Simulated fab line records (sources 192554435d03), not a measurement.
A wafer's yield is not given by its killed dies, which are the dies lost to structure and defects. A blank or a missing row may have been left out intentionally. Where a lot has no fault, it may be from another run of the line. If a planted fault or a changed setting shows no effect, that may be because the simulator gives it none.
The same fault as seen by 2 desks ; flow n5 finfet ; each desk holds nothing but its own numbers, with what lay behind them at the end

== TOOL OWNER'S DESK, rie diel-04 ==
The tool's own readings at N5_BEOL_M10_TRENCH_ETCH_37 (etches SiCOH lowk in C4F6/O2, target depth 148.83 nm, time 48 s): means of the sampled wafers that have a number, for each lot that ran on this tool. Any lot whose mean is over 4 standard deviations away from the usual mean is out of limits and marked OUT; that distance is given in the brackets.
Columns: A = drypump motor current A at N5_BEOL_M10_TRENCH_ETCH_37, usual 5.9 A; B = oes product au at N5_BEOL_M10_TRENCH_ETCH_37, usual 0.80 a.u.; C = rf vpp V at N5_BEOL_M10_TRENCH_ETCH_37, usual 673 V; D = run length s at N5_BEOL_M10_TRENCH_ETCH_37, usual 71.6 s; E = showerhead plenum p Torr at N5_BEOL_M10_TRENCH_ETCH_37, usual 2.85 Torr; F = throttle valve pct at N5_BEOL_M10_TRENCH_ETCH_37, usual 20.9 %
lot;first seen here;A;B;C;D;E;F
L552;day 12 12:06;5.7;0.82;690;71.6;2.88;20.8
L557;day 14 09:31;5.6;0.75;682;71.3;2.85;21.1
L559;day 14 22:15;6.0;0.73;676;70.1 (-4.2) OUT;2.80;21.1
L563;day 15 01:24;5.6;0.78;680;67.6 (-11) OUT;2.92;21.0
L565;day 16 09:00;5.6;0.77;680;69.7 (-5.3) OUT;2.92;21.0
This desk finds L559, L563, L565 out of limits, L559 being first, at day 14 22:15 (run length s at N5_BEOL_M10_TRENCH_ETCH_37). In limits: L552, L557.

== THE METROLOGY DESK ==
What the gauges read for every lot (on any tool): the sampled wafers with a number, averaged. Any lot whose mean is over 4 standard deviations away from the usual mean is out of limits and marked OUT; that distance is given in the brackets. Shown are 7 of the 30 readings it has, namely the first that went out of limits plus those furthest out on some lot.
Columns: A = trench depth nm at N5_BEOL_M10_OCD_MEAS_38, usual 147.1 nm; B = M10_THK at N5_BEOL_M10_THK_MEAS_53, usual 137.6 nm; C = M10_RS at N5_BEOL_M10_RS_MEAS_57, usual 0.153 ohm/sq; D = COMB_M14_max_site at N5_BEOL_M15_RC_MEAS_101, usual 5.2e-12 S/m; E = COMB_M5 at N5_BEOL_M15_RC_MEAS_101, usual 3.9e-11 S/m; F = SERP_M10 at N5_BEOL_M15_RC_MEAS_101, usual 3.11 ohm/um; G = SERP_M10_max_site at N5_BEOL_M15_RC_MEAS_101, usual 3.20 ohm/um
lot;first seen here;A;B;C;D;E;F;G
L552;day 12 11:40;146.6;138.5;0.152;5.4e-12;3.6e-11;3.04;3.15
L557;day 14 09:07;145.9;136.7;0.154;5.7e-12;3.1e-11;3.15;3.25
L559;day 14 21:52;142.1;129.6;0.163;5.6e-12;4.2e-11;3.22;3.29
L563;day 15 01:00;132.8 (-5.3) OUT;124.5 (-4.5) OUT;0.172 (+5.6) OUT;4.8e-12;3.4e-11;3.46 (+4.2) OUT;3.50
L565;day 16 08:36;139.9;131.3;0.161;7.7e-12;3.0e-11;3.24;3.29
L572;day 17 19:37;148.6;134.5;0.155;5.1e-12;5.4e-11;3.14;3.19
L573;day 18 02:35;144.1;134.3;0.157;5.3e-12;3.1e-11;3.21;3.26
This desk finds L563 out of limits, L563 being first, at day 15 01:35 (trench depth nm at N5_BEOL_M10_OCD_MEAS_38). In limits: L552, L557, L559, L565, L572, L573.

== BROUGHT TOGETHER ==
On L559, L563, L565, at day 14 22:15, an alarm was possible from the tool owner's desk.
L563 would have let the metrology desk raise an alarm at day 15 01:35.
The metrology desk holds a record of L559, L565, inside its limits.
Of the lots named, all ran N5_BEOL_M10_TRENCH_ETCH_37 on rie diel-04.

== WHAT THE SIMULATOR HAD PUT IN ==
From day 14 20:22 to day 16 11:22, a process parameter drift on rie diel-04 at N5_BEOL_M10_TRENCH_ETCH_37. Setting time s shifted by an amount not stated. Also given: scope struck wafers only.
Struck lots among those shown: L559, L563, L565.
Delay (hours) between the fault's onset and each desk's first out-of-limits reading: 2 at the tool owner's desk, 5 at the metrology desk.
